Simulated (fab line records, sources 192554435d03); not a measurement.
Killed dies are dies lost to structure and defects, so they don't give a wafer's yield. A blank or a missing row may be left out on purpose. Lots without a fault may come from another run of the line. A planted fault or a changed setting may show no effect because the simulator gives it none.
fab line records | flow n5_finfet
record lots=11 wafers=33 last_day=17
route steps=1938 shown ZERO_LAYER@13 WELL_APT@29 PASSIVATION@1936
lots that met no fault: from a run of the same line without faults
start_h: hours from the record's first day to the start of the lot's first wafer shown | wait_h: hours since the lot's step before | " the same as in the row above | L1.1+2: a row that stands for several wafers | - no value, or no start given | * or withheld: withheld | < > ~ a bound
route shown NAME@n: a module of which the file shows steps, and the number in the route of the first | usual: mean/standard deviation of fault-free wafers | same: alike in all rows | chamber/n: place in a boat | sites: the reading at each site | _std_site: their standard deviation | _edge_site: outer sites' mean less inner sites' | radius_mm: how far each site lies from the wafer's centre | mask NAME#n: copy n | behind: the tool/chamber that last shaped the wafer | hold: why the lot was held/for how many hours/how that ended | device: the transistor (n, p or np) that didn't switch | end of line: the same wafers' tests at the end of the route | a step without rows: its recipe alone | killed: dies lost to structure and defects at the first sort, not the wafer's yield | map: a wafer's dies, x killed, . not, _ none there
set.NAME: the setting as run; set.NAME@STEP: as run at that earlier step | model.NAME: the simulator's own value behind a step, which no gauge read
steps of the route over a sample of lots; a table a step, a row a wafer
services: from which hour (start_h, from the record's first day; less than 0 if before it) a tool's chamber was out of use, for how many hours, and why
## steps
# step N5_ZERO_LAYER_CD_MEAS_11
# recipe target_cd_nm=2000 landing_energy_ev=500 detector=se_inlens
# usual cd_nm=1999.4/2
# columns lot.wafer tool chamber start_h wait_h cd_nm
L199.1 cd_sem-02 0 24.64 - 1998.6
L199.2 " 0 " " 2001.8
L199.6 " 0 " " 2001.6
L200.1 cd_sem-03 0 30.64 - 1998.9
L200.2 " 0 " " 1998.0
L200.6 " 0 " " 1998.4
L202.1 cd_sem-01 0 42.79 - 1999.4
L202.2 " 0 " " 1997.1
L202.6 " 0 " " 1997.6
L205.2 cd_sem-02 0 61.16 - 2000.5
L205.4 " 0 " " 1995.7
L205.6 " 0 " " 1996.7
L206.2 cd_sem-03 0 67.99 - 1999.6
L206.3 " 0 " " 2000.8
L206.4 " 0 " " 1999.3
L207.1 cd_sem-01 0 72.64 - 2002.0
L207.3 " 0 " " 2004.4
L207.5 " 0 " " 2000.7
L208.4 cd_sem-02 0 78.80 - 2003.1
L208.5 " 0 " " 2001.8
L208.6 " 0 " " 1999.5
L216.1 cd_sem-02 0 126.64 - 2000.2
L216.5 " 0 " " 2000.3
L216.6 " 0 " " 2000.3
L217.1 cd_sem-03 0 132.77 - 1998.5
L217.3 " 0 " " 1999.1
L217.4 " 0 " " 1998.3
L218.1 cd_sem-03 0 138.77 - 1997.5
L218.4 " 0 " " 1993.7
L218.5 " 0 " " 1996.4
L220.1 cd_sem-03 0 150.78 - 2000.7
L220.4 " 0 " " 1999.6
L220.5 " 0 " " 1999.4
# step N5_WELL_APT_OVL_MEAS_09
# recipe points_per_wafer=44
# usual NWELL_OVL=3/6
# columns lot.wafer tool chamber start_h wait_h NWELL_OVL[nm]
L199.1 overlay-02 0 25.59 0.0 4
L199.2 " 0 " " -2
L199.6 " 0 " " 9
L200.1 overlay-01 0 32.00 0.0 9
L200.2 " 0 " " 7
L200.6 " 0 " " 13
L202.1 overlay-02 0 44.07 0.0 0
L202.2 " 0 " " -1
L202.6 " 0 " " 2
L205.2 overlay-02 0 62.23 0.0 7
L205.4 " 0 " " -2
L205.6 " 0 " " 3
L206.2 overlay-02 0 68.95 0.0 3
L206.3 " 0 " " 8
L206.4 " 0 " " 2
L207.1 overlay-01 0 73.71 0.0 0
L207.3 " 0 " " 2
L207.5 " 0 " " -1
L208.4 overlay-02 0 79.99 0.0 2
L208.5 " 0 " " 15
L208.6 " 0 " " 2
L216.1 overlay-01 0 127.92 0.0 3
L216.5 " 0 " " 3
L216.6 " 0 " " 0
L217.1 overlay-02 0 133.71 0.0 2
L217.3 " 0 " " 4
L217.4 " 0 " " -10
L218.1 overlay-02 0 139.75 0.0 4
L218.4 " 0 " " 0
L218.5 " 0 " " 1
L220.1 overlay-01 0 151.74 0.0 8
L220.4 " 0 " " 1
L220.5 " 0 " " 0
# step N5_WELL_APT_DESCUM_13
# recipe chemistry=O2 time_s=7.9 source_power_w=50 bias_power_w=20 pressure_mtorr=20 rf_frequency_hz=2.712e+07 temp_c=40 o2_flow_sccm=225
# usual drypump_motor_current_A=5.6/0.53 oes_product_au=0.77/0.079 rf_vpp_V=243.1/1.7 showerhead_plenum_p_Torr=2.10/0.088 throttle_valve_pct=20.41/0.19
# columns lot.wafer tool chamber start_h wait_h drypump_motor_current_A oes_product_au rf_hours_counter_h rf_vpp_V showerhead_plenum_p_Torr throttle_valve_pct
L199.1 rie_diel-03 1 25.65 0.0 6.4 0.98 3 246.0 2.24 20.54
L199.2 " 3 " " 5.0 0.79 128 242.3 2.12 20.41
L199.6 " 3 " " 5.1 0.78 - 244.0 2.12 20.42
L200.1 rie_diel-03 2 32.06 0.0 5.9 0.73 156 244.0 2.19 20.26
L200.2 " 1 " " 6.4 0.96 5 245.4 2.24 20.55
L200.6 " 1 " " 6.4 0.95 - 244.8 2.24 20.54
L202.1 rie_diel-03 2 44.21 0.1 5.9 0.73 160 244.8 2.19 20.27
L202.2 " 0 " " 4.7 0.74 170 244.6 2.16 20.71
L202.6 " 1 " " 6.4 0.95 - 245.8 2.24 20.56
L205.2 rie_diel-03 3 62.60 0.3 5.0 0.77 142 242.2 2.12 20.43
L205.4 " 2 " " 5.9 0.72 170 244.9 2.18 20.27
L205.6 " 2 " " 5.9 0.72 - 245.0 2.18 20.29
L206.2 rie_diel-01 1 69.16 0.2 5.6 0.79 135 240.3 1.99 20.36
L206.3 " 2 " " 6.4 0.83 72 241.8 2.03 20.23
L206.4 " 0 " " 5.4 0.67 244 240.6 2.06 20.84
L207.1 rie_diel-05 3 74.13 0.4 5.8 0.74 162 243.8 2.08 20.30
L207.3 " 1 " " 5.4 0.76 127 243.8 2.08 20.46
L207.5 " 3 " " 5.8 0.73 - 242.6 2.08 20.31
L208.4 rie_diel-05 1 80.08 0.1 5.4 0.76 - 243.0 2.08 20.48
L208.5 " 0 " " 5.6 0.78 - 240.3 1.94 20.07
L208.6 " 2 " " 5.1 0.70 - 241.7 1.99 20.13
L216.1 rie_diel-03 3 127.98 0.0 5.0 0.75 166 243.5 2.11 20.46
L216.5 " 1 " " 6.4 0.87 - 245.6 2.23 20.62
L216.6 " 2 " " 5.9 0.72 - 244.2 2.18 20.34
L217.1 rie_diel-03 3 133.77 0.0 5.0 0.75 168 244.4 2.11 20.47
L217.3 " 0 " " 4.7 0.72 203 243.9 2.15 20.76
L217.4 " 2 " " 5.9 0.70 197 243.0 2.17 20.34
L218.1 rie_diel-03 1 139.81 0.0 6.4 0.87 47 244.9 2.23 20.60
L218.4 " 0 " " 4.7 0.71 205 244.8 2.15 20.78
L218.5 " 2 " " 5.9 0.70 - 243.6 2.17 20.32
L220.1 rie_diel-05 1 151.80 0.0 5.4 0.73 153 244.1 2.07 20.51
L220.4 " 0 " " 5.7 0.75 153 240.6 1.93 20.13
L220.5 " 1 " " 5.4 0.73 - 241.8 2.07 20.50
# step N5_WELL_APT_RTA_34
# recipe temp_c=1000 time_s=10 ambient=N2 idle_temp_c=600 ramp_up_c_per_s=150 ramp_down_c_per_s=60 cool_to_c=600
# usual lamp_power_pct=13.00/0.05 lamp_zone_1_pct=13.00/0.03 lamp_zone_2_pct=12.996/0.027 lamp_zone_3_pct=12.996/0.03 lamp_zone_4_pct=12.996/0.03 lamp_zone_5_pct=12.996/0.03 lamp_zone_6_pct=12.92/0.031 lamp_zone_7_pct=13.422/0.026 wafer_temp_C_max=1003.6/1.1
# columns lot.wafer tool chamber start_h wait_h lamp_power_pct lamp_zone_1_pct lamp_zone_2_pct lamp_zone_3_pct lamp_zone_4_pct lamp_zone_5_pct lamp_zone_6_pct lamp_zone_7_pct wafer_temp_C_max
L199.1 rtp_anneal-02 0 27.79 0.2 12.96 12.98 12.987 12.987 12.998 12.995 12.90 13.427 1004.1
L199.2 " 0 " " 13.07 12.97 12.978 12.986 13.012 12.975 12.89 13.480 1005.9
L199.6 " 0 " " 13.03 13.01 12.949 12.960 12.959 12.994 12.88 13.454 1003.7
L200.1 rtp_anneal-02 0 34.07 0.0 13.03 12.93 12.996 13.065 12.968 13.043 12.89 13.405 1004.7
L200.2 " 0 " " 12.99 13.03 12.958 12.987 13.028 12.970 12.90 13.456 1005.2
L200.6 " 0 " " 12.99 12.95 12.957 13.016 12.967 13.056 12.94 13.458 1004.3
L202.1 rtp_anneal-02 0 46.64 0.0 13.04 13.04 12.962 12.984 12.988 13.000 12.87 13.410 1001.4
L202.2 " 0 " " 12.96 12.98 12.962 12.976 12.995 12.912 12.89 13.387 1004.5
L202.6 " 0 " " 12.88 13.03 13.030 13.028 13.005 12.961 12.85 13.457 1002.6
L205.2 rtp_anneal-01 0 64.99 0.0 13.09 13.03 13.008 12.996 13.023 12.996 12.91 13.402 1003.2
L205.4 " 0 " " 13.06 13.00 13.044 12.973 13.017 13.006 12.92 13.420 1005.5
L205.6 " 0 " " 13.02 12.98 13.038 12.960 12.999 12.987 12.88 13.400 1003.8
L206.2 rtp_anneal-02 0 71.45 0.1 12.98 12.99 13.016 13.068 12.977 13.046 12.89 13.400 1003.1
L206.3 " 0 " " 13.02 13.03 12.968 13.000 13.043 13.042 12.93 13.442 1003.4
L206.4 " 0 " " 12.99 13.03 12.954 12.987 12.944 12.950 12.94 13.414 1002.4
L207.1 rtp_anneal-01 0 76.25 0.0 13.02 13.03 12.987 12.981 12.997 12.975 12.90 13.433 1003.2
L207.3 " 0 " " 12.94 12.99 12.995 13.016 12.965 13.012 12.92 13.470 1004.3
L207.5 " 0 " " 13.01 13.00 12.982 13.014 13.054 12.992 12.97 13.409 1002.5
L208.4 rtp_anneal-02 0 82.09 0.1 12.94 13.03 13.021 13.001 13.013 13.002 12.93 13.401 1002.1
L208.5 " 0 " " 12.99 13.03 13.049 12.989 12.917 13.054 12.93 13.433 1003.5
L208.6 " 0 " " 13.00 13.01 13.014 12.993 12.979 13.045 12.92 13.412 1004.5
L216.1 rtp_anneal-02 0 131.11 1.3 10.22 10.29 10.240 10.332 10.275 10.268 10.21 10.606 1004.4
L216.5 " 0 " " 10.21 10.26 10.264 10.294 10.236 10.294 10.16 10.616 1004.0
L216.6 " 0 " " 10.32 10.24 10.240 10.221 10.291 10.203 10.23 10.589 1004.3
L217.1 rtp_anneal-02 0 135.88 0.2 10.31 10.23 10.286 10.276 10.272 10.259 10.20 10.602 1002.5
L217.3 " 0 " " 10.20 10.24 10.269 10.261 10.243 10.275 10.20 10.593 1002.3
L217.4 " 0 " " 10.33 10.24 10.272 10.304 10.247 10.270 10.22 10.618 1002.7
L218.1 rtp_anneal-01 0 141.82 0.2 13.07 12.99 13.024 12.912 13.009 12.957 12.90 13.379 1003.6
L218.4 " 0 " " 12.98 12.97 13.015 12.995 13.033 12.946 12.92 13.436 1003.6
L218.5 " 0 " " 13.07 12.97 12.959 12.968 13.057 13.003 12.87 13.439 1003.3
L220.1 rtp_anneal-01 0 153.81 0.0 12.91 13.00 13.023 13.036 12.988 12.951 12.87 13.425 1003.2
L220.4 " 0 " " 13.02 13.02 13.004 13.032 12.999 12.991 12.89 13.423 1003.6
L220.5 " 0 " " 12.99 13.02 12.984 13.043 13.024 12.955 12.94 13.428 1002.7
# step N5_PASSIVATION_PROBE_49
# usual killed_at_M0_to_M3=34/8.9 killed_at_M4_up=13/5 killed_at_contacts=12/7 killed_at_front_end=38/11 killed_at_other=3.2/2.9 killed_dies=99/16 killed_open=65/13 killed_short=32/7.6
# same gross_dies=1180 killed_at_back_side=0
# columns lot.wafer tool chamber start_h wait_h killed_at_M0_to_M3 killed_at_M4_up killed_at_contacts killed_at_front_end killed_at_other killed_dies killed_open killed_short
L199.1 prober-01 - 263.46 0.0 28 25 18 29 1 101 74 26
L199.2 prober-01 - 263.51 0.1 30 17 12 40 4 103 69 34
L199.6 prober-01 - 263.71 0.3 27 11 13 43 0 94 67 26
L200.1 prober-02 - 273.90 0.0 47 13 15 30 1 106 63 43
L200.2 prober-02 - 273.95 0.1 36 10 18 29 0 93 59 34
L200.6 prober-02 - 274.15 0.3 24 7 5 38 0 74 50 23
L202.1 prober-01 - 279.62 0.0 48 5 7 23 0 83 57 25
L202.2 prober-01 - 279.67 0.1 34 14 11 41 3 103 73 29
L202.6 prober-01 - 279.87 0.3 47 7 2 34 4 94 67 27
L205.2 prober-01 - 315.28 0.1 26 13 12 55 5 111 76 35
L205.4 prober-01 - 315.38 0.2 35 11 23 53 4 126 90 36
L205.6 prober-01 - 315.48 0.3 24 18 9 50 7 108 76 32
L206.2 prober-02 - 317.05 0.1 25 5 8 39 8 85 49 35
L206.3 prober-02 - 317.10 0.1 24 13 14 36 6 93 57 36
L206.4 prober-02 - 317.15 0.2 32 16 7 44 6 105 71 34
L207.1 prober-01 - 329.51 0.0 18 16 12 65 1 112 89 22
L207.3 prober-01 - 329.61 0.1 28 16 10 27 4 85 56 29
L207.5 prober-01 - 329.71 0.2 31 15 8 52 0 106 73 32
L208.4 prober-02 - 336.00 0.2 36 15 19 41 0 111 75 31
L208.5 prober-02 - 336.05 0.2 40 11 21 30 1 103 71 31
L208.6 prober-02 - 336.10 0.3 45 9 7 73 3 137 89 47
L216.1 prober-01 - 377.09 0.0 23 23 7 39 9 101 57 41
L216.5 prober-01 - 377.29 0.2 27 12 11 44 8 102 63 38
L216.6 prober-01 - 377.34 0.3 31 8 6 30 5 80 43 36
L218.1 prober-01 - 381.36 0.0 41 13 8 29 0 91 63 28
L218.4 prober-01 - 381.51 0.2 23 17 5 42 1 88 61 26
L218.5 prober-01 - 381.56 0.2 31 25 15 34 1 106 60 43
L217.1 prober-01 - 387.61 0.0 29 24 16 55 4 128 89 39
L217.3 prober-01 - 387.71 0.1 40 19 30 28 7 124 80 44
L217.4 prober-01 - 387.76 0.2 35 18 13 57 6 129 81 47
L220.1 prober-02 - 400.95 0.0 36 8 11 24 0 79 47 30
L220.4 prober-02 - 401.10 0.2 35 11 5 31 1 83 58 23
L220.5 prober-02 - 401.15 0.2 34 8 12 36 1 91 60 29
# killed by level:class
L199.1 MOL_CONTACT_COAG:geometric_particle:open=13 BEOL_M4:geometric_particle:open=12 BEOL_M0_SAQP:geometric_particle:open=11 FIN_SAQP:geometric_particle:open=8 BEOL_M0_SAQP:geometric_particle:short=8 BEOL_M5:geometric_particle:open=7 DUMMY_GATE:geometric_particle:open=5 MOL_CONTACT_COAG:geometric_particle:short=5
L199.2 STI_FIN_REVEAL:geometric_particle:open=10 FIN_SAQP:geometric_particle:open=9 MOL_CONTACT_COAG:geometric_particle:open=9 BEOL_M0_SAQP:geometric_particle:short=7 BEOL_M0_SAQP:geometric_particle:open=7 BEOL_M1:geometric_particle:open=6 BEOL_M2:geometric_particle:open=5 BEOL_M4:geometric_particle:open=5
L199.6 STI_FIN_REVEAL:geometric_particle:open=12 MOL_CONTACT_COAG:geometric_particle:open=11 DUMMY_GATE:geometric_particle:open=6 BEOL_M1:geometric_particle:open=6 BEOL_M4:geometric_particle:open=6 BEOL_M0_SAQP:geometric_particle:open=5 STI_FIN_REVEAL:geometric_particle:short=4 BEOL_M1:geometric_particle:short=4
L200.1 BEOL_M0_SAQP:geometric_particle:open=12 BEOL_M0_SAQP:geometric_particle:short=12 MOL_CONTACT_COAG:geometric_particle:open=11 BEOL_M2:geometric_particle:open=9 FIN_SAQP:geometric_particle:short=6 GATE_CUT:geometric_particle:short=5 BEOL_M4:geometric_particle:open=5 ILD0:geometric_particle:short=4
L200.2 MOL_CONTACT_COAG:geometric_particle:open=13 BEOL_M0_SAQP:geometric_particle:open=12 BEOL_M0_SAQP:geometric_particle:short=10 FIN_SAQP:geometric_particle:short=7 BEOL_M2:geometric_particle:open=7 FIN_SAQP:geometric_particle:open=5 MOL_CONTACT_COAG:geometric_particle:short=5 DUMMY_GATE:geometric_particle:open=3
L200.6 DUMMY_GATE:geometric_particle:open=9 BEOL_M0_SAQP:geometric_particle:short=8 BEOL_M0_SAQP:geometric_particle:open=6 BEOL_M2:geometric_particle:open=5 GATE_CUT:geometric_particle:short=4 MOL_CONTACT_COAG:geometric_particle:open=4 FIN_SAQP:geometric_particle:open=3 STI_FIN_REVEAL:geometric_particle:open=3
L202.1 BEOL_M0_SAQP:geometric_particle:short=12 BEOL_M0_SAQP:geometric_particle:open=10 BEOL_M1:geometric_particle:open=10 BEOL_M3:geometric_particle:open=9 MOL_CONTACT_COAG:geometric_particle:open=7 STI_FIN_REVEAL:geometric_particle:open=6 GATE_CUT:geometric_particle:open=4 FIN_SAQP:geometric_particle:short=3
L202.2 STI_FIN_REVEAL:geometric_particle:open=20 BEOL_M2:geometric_particle:open=12 MOL_CONTACT_COAG:geometric_particle:open=8 BEOL_M0_SAQP:geometric_particle:short=7 BEOL_M4:geometric_particle:open=5 BEOL_M0_SAQP:geometric_particle:open=5 BEOL_M1:geometric_particle:open=5 STI_FIN_REVEAL:geometric_particle:short=4
L202.6 BEOL_M2:geometric_particle:open=17 STI_FIN_REVEAL:geometric_particle:open=13 BEOL_M0_SAQP:geometric_particle:open=10 BEOL_M1:geometric_particle:open=6 FIN_SAQP:geometric_particle:open=5 FIN_SAQP:geometric_particle:short=5 BEOL_M0_SAQP:geometric_particle:short=5 BEOL_M2:geometric_particle:short=5
L205.2 STI_FIN_REVEAL:geometric_particle:open=20 FIN_SAQP:geometric_particle:open=12 MOL_CONTACT_COAG:geometric_particle:open=12 FIN_SAQP:geometric_particle:short=8 BEOL_M0_SAQP:geometric_particle:short=7 BEOL_M0_SAQP:geometric_particle:open=6 BEOL_M2:geometric_particle:open=5 BEOL_M2:geometric_particle:short=3
L205.4 MOL_CONTACT_COAG:geometric_particle:open=19 FIN_SAQP:geometric_particle:short=14 BEOL_M2:geometric_particle:open=14 STI_FIN_REVEAL:geometric_particle:open=11 FIN_SAQP:geometric_particle:open=8 BEOL_M0_SAQP:geometric_particle:open=6 BEOL_M0_SAQP:geometric_particle:short=5 STARTING-WAFER:geometric_particle:open=5
L205.6 STI_FIN_REVEAL:geometric_particle:open=12 BEOL_M0_SAQP:geometric_particle:short=10 MOL_CONTACT_COAG:geometric_particle:open=9 FIN_SAQP:geometric_particle:short=7 FIN_SAQP:geometric_particle:open=6 GATE_CUT:geometric_particle:short=6 BEOL_M2:geometric_particle:open=6 BEOL_M4:geometric_particle:open=5
L206.2 FIN_SAQP:geometric_particle:open=10 BEOL_M0_SAQP:geometric_particle:short=10 FIN_SAQP:geometric_particle:short=9 BEOL_M2:geometric_particle:open=8 STARTING-WAFER:geometric_particle:open=7 STI_FIN_REVEAL:geometric_particle:short=4 MOL_CONTACT_COAG:geometric_particle:short=4 MOL_CONTACT_COAG:geometric_particle:open=4
L206.3 MOL_CONTACT_COAG:geometric_particle:open=11 FIN_SAQP:geometric_particle:open=9 FIN_SAQP:geometric_particle:short=7 BEOL_M0_SAQP:geometric_particle:open=6 BEOL_M3:geometric_particle:open=6 BEOL_M0_SAQP:geometric_particle:short=5 STARTING-WAFER:geometric_particle:short=4 STI_FIN_REVEAL:geometric_particle:open=4
L206.4 STI_FIN_REVEAL:geometric_particle:open=13 FIN_SAQP:geometric_particle:open=10 BEOL_M2:geometric_particle:open=8 BEOL_M0_SAQP:geometric_particle:short=7 BEOL_M0_SAQP:geometric_particle:open=6 FIN_SAQP:geometric_particle:short=5 MOL_CONTACT_COAG:geometric_particle:open=5 BEOL_M1:geometric_particle:open=5
L207.1 STI_FIN_REVEAL:geometric_particle:open=25 MOL_CONTACT_COAG:geometric_particle:open=11 BEOL_M4:geometric_particle:open=10 FIN_SAQP:geometric_particle:open=8 BEOL_M1:geometric_particle:open=8 FIN_SAQP:geometric_particle:short=6 DUMMY_GATE:geometric_particle:open=5 STI_FIN_REVEAL:geometric_particle:short=4
L207.3 BEOL_M0_SAQP:geometric_particle:short=10 MOL_CONTACT_COAG:geometric_particle:open=8 BEOL_M0_SAQP:geometric_particle:open=8 STI_FIN_REVEAL:geometric_particle:open=7 BEOL_M4:geometric_particle:open=7 FIN_SAQP:geometric_particle:open=6 BEOL_M1:geometric_particle:open=5 DUMMY_GATE:geometric_particle:open=3
L207.5 BEOL_M0_SAQP:geometric_particle:open=15 FIN_SAQP:geometric_particle:open=12 FIN_SAQP:geometric_particle:short=10 BEOL_M4:geometric_particle:open=10 STI_FIN_REVEAL:geometric_particle:open=10 MOL_CONTACT_COAG:geometric_particle:open=5 BEOL_M0_SAQP:geometric_particle:short=4 BEOL_M3:geometric_particle:open=4
L208.4 MOL_CONTACT_COAG:geometric_particle:open=16 FIN_SAQP:geometric_particle:short=11 BEOL_M2:geometric_particle:open=10 BEOL_M4:geometric_particle:open=9 STI_FIN_REVEAL:geometric_particle:open=8 FIN_SAQP:geometric_particle:open=7 BEOL_M0_SAQP:geometric_particle:short=6 BEOL_M0_SAQP:geometric_particle:open=6
L208.5 MOL_CONTACT_COAG:geometric_particle:open=17 FIN_SAQP:geometric_particle:open=7 BEOL_M2:geometric_particle:open=7 BEOL_M3:geometric_particle:open=7 FIN_SAQP:geometric_particle:short=6 BEOL_M0_SAQP:geometric_particle:open=6 BEOL_M0:geometric_particle:open=6 BEOL_M0_SAQP:geometric_particle:short=5
L208.6 STI_FIN_REVEAL:geometric_particle:open=25 FIN_SAQP:geometric_particle:open=15 BEOL_M2:geometric_particle:open=13 BEOL_M0_SAQP:geometric_particle:short=11 BEOL_M0_SAQP:geometric_particle:open=9 FIN_SAQP:geometric_particle:short=7 BEOL_M3:geometric_particle:open=6 STI_FIN_REVEAL:geometric_particle:short=5
L216.1 GATE_CUT:geometric_particle:short=8 BEOL_M4:geometric_particle:open=8 FIN_SAQP:geometric_particle:open=5 MOL_CONTACT_COAG:geometric_particle:open=5 FIN_SAQP:geometric_particle:short=4 BEOL_M2:geometric_particle:short=4 STI_FIN_REVEAL:geometric_particle:open=4 STARTING-WAFER:geometric_particle:short=4
L216.5 BEOL_M0_SAQP:geometric_particle:short=11 STI_FIN_REVEAL:geometric_particle:open=10 MOL_CONTACT_COAG:geometric_particle:open=10 FIN_SAQP:geometric_particle:short=9 BEOL_M0_SAQP:geometric_particle:open=6 BEOL_M4:geometric_particle:open=6 FIN_SAQP:geometric_particle:open=5 PASS1_CAP:geometric_particle:open=4
L216.6 BEOL_M2:geometric_particle:open=9 BEOL_M0_SAQP:geometric_particle:short=7 DUMMY_GATE:geometric_particle:open=4 FIN_SAQP:geometric_particle:short=4 GATE_CUT:geometric_particle:short=4 GATE_CUT:geometric_particle:open=4 MOL_CONTACT_COAG:geometric_particle:open=4 BEOL_M2:geometric_particle:short=4
L218.1 BEOL_M0_SAQP:geometric_particle:short=13 BEOL_M2:geometric_particle:open=11 MOL_CONTACT_COAG:geometric_particle:open=7 FIN_SAQP:geometric_particle:open=6 BEOL_M1:geometric_particle:open=5 FIN_SAQP:geometric_particle:short=4 GATE_CUT:geometric_particle:open=4 GATE_CUT:geometric_particle:short=4
L218.4 FIN_SAQP:geometric_particle:open=15 BEOL_M4:geometric_particle:open=8 STI_FIN_REVEAL:geometric_particle:open=6 FIN_SAQP:geometric_particle:short=5 GATE_CUT:geometric_particle:short=5 MOL_CONTACT_COAG:geometric_particle:open=4 BEOL_M2:geometric_particle:open=4 BEOL_M3:geometric_particle:short=4
L218.5 MOL_CONTACT_COAG:geometric_particle:open=13 BEOL_M5:geometric_particle:open=10 FIN_SAQP:geometric_particle:short=9 FIN_SAQP:geometric_particle:open=8 BEOL_M0_SAQP:geometric_particle:short=7 BEOL_M0_SAQP:geometric_particle:open=6 BEOL_M2:geometric_particle:open=5 BEOL_M1:geometric_particle:open=4
L217.1 BEOL_M4:geometric_particle:open=19 STI_FIN_REVEAL:geometric_particle:open=15 FIN_SAQP:geometric_particle:short=12 MOL_CONTACT_COAG:geometric_particle:open=11 BEOL_M2:geometric_particle:open=8 FIN_SAQP:geometric_particle:open=7 BEOL_M0_SAQP:geometric_particle:open=7 MOL_CONTACT_COAG:geometric_particle:short=5
L217.3 MOL_CONTACT_COAG:geometric_particle:open=23 BEOL_M0_SAQP:geometric_particle:short=15 BEOL_M4:geometric_particle:open=13 BEOL_M0_SAQP:geometric_particle:open=9 MOL_CONTACT_COAG:geometric_particle:short=7 STARTING-WAFER:geometric_particle:short=7 STI_FIN_REVEAL:geometric_particle:open=6 BEOL_M1:geometric_particle:open=6
L217.4 STI_FIN_REVEAL:geometric_particle:open=25 FIN_SAQP:geometric_particle:short=11 BEOL_M4:geometric_particle:open=11 BEOL_M0_SAQP:geometric_particle:open=10 MOL_CONTACT_COAG:geometric_particle:open=9 BEOL_M0_SAQP:geometric_particle:short=9 BEOL_M2:geometric_particle:open=7 FIN_SAQP:geometric_particle:open=5
L220.1 MOL_CONTACT_COAG:geometric_particle:open=10 BEOL_M3:geometric_particle:open=10 FIN_SAQP:geometric_particle:open=7 BEOL_M3:geometric_particle:short=6 BEOL_M0_SAQP:geometric_particle:short=5 FIN_SAQP:geometric_particle:short=3 STI_FIN_REVEAL:geometric_particle:open=3 DUMMY_GATE:geometric_particle:open=3
L220.4 FIN_SAQP:geometric_particle:open=12 BEOL_M3:geometric_particle:open=10 BEOL_M4:geometric_particle:open=6 BEOL_M0_SAQP:geometric_particle:open=5 FIN_SAQP:geometric_particle:short=4 STARTING-WAFER:geometric_particle:open=4 BEOL_M0_SAQP:geometric_particle:short=4 BEOL_M2:geometric_particle:short=4
L220.5 BEOL_M3:geometric_particle:open=12 MOL_CONTACT_COAG:geometric_particle:open=10 DUMMY_GATE:geometric_particle:open=7 STI_FIN_REVEAL:geometric_particle:open=6 STARTING-WAFER:geometric_particle:open=6 BEOL_M3:geometric_particle:short=5 BEOL_M0_SAQP:geometric_particle:short=5 BEOL_M4:geometric_particle:open=5
## services
# columns tool chamber start_h hours kind
rie_diel-01 0 7.24 12.6 repair
rie_diel-05 - 42.70 28.1 pm
rie_diel-01 - 45.13 0.4 repair
rie_diel-05 3 78.46 7.1 repair
rie_diel-01 0 86.00 - clean
rie_diel-01 0 86.00 - consumable_replace:focus_ring
rie_diel-01 0 86.00 21.0 scheduled_down
rie_diel-01 0 86.00 21.0 vent_cycle
rie_diel-01 1 114.94 11.2 repair
rtp_anneal-01 - 129.14 7.3 pm
rie_diel-01 3 136.96 - clean
rie_diel-01 3 136.96 - consumable_replace:focus_ring
## key
first_sign step=N5_WELL_APT_RTA_34 reading=lamp_zone_7_pct direction=down sigmas=99+ usual=* struck=*
effect step=N5_WELL_APT_RTA_34 reading=lamp_zone_2_pct direction=down sigmas=99+ usual=* struck=*
met_at N5_WELL_APT_RTA_34
struck_lots L216,L217
tester_left_out L216,L217
not_acting_at N5_ZERO_LAYER_CD_MEAS_11,N5_WELL_APT_OVL_MEAS_09,N5_WELL_APT_DESCUM_13
onset_between 82.09 131.11
fault kind=process_parameter_drift tool=rtp_anneal-02 chamber=- onset_h=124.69 steps=N5_WELL_APT_RTA_34 channel=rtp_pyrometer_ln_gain offset=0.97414 shape=step end_h=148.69
# tester_left_out: of these lots the tester's yield and bins aren't shown, on N5 and GAA mostly nor the transistor test; their killed dies are dies lost to structure and defects alone, not to doping, threshold or leakage, so they don't give the yield
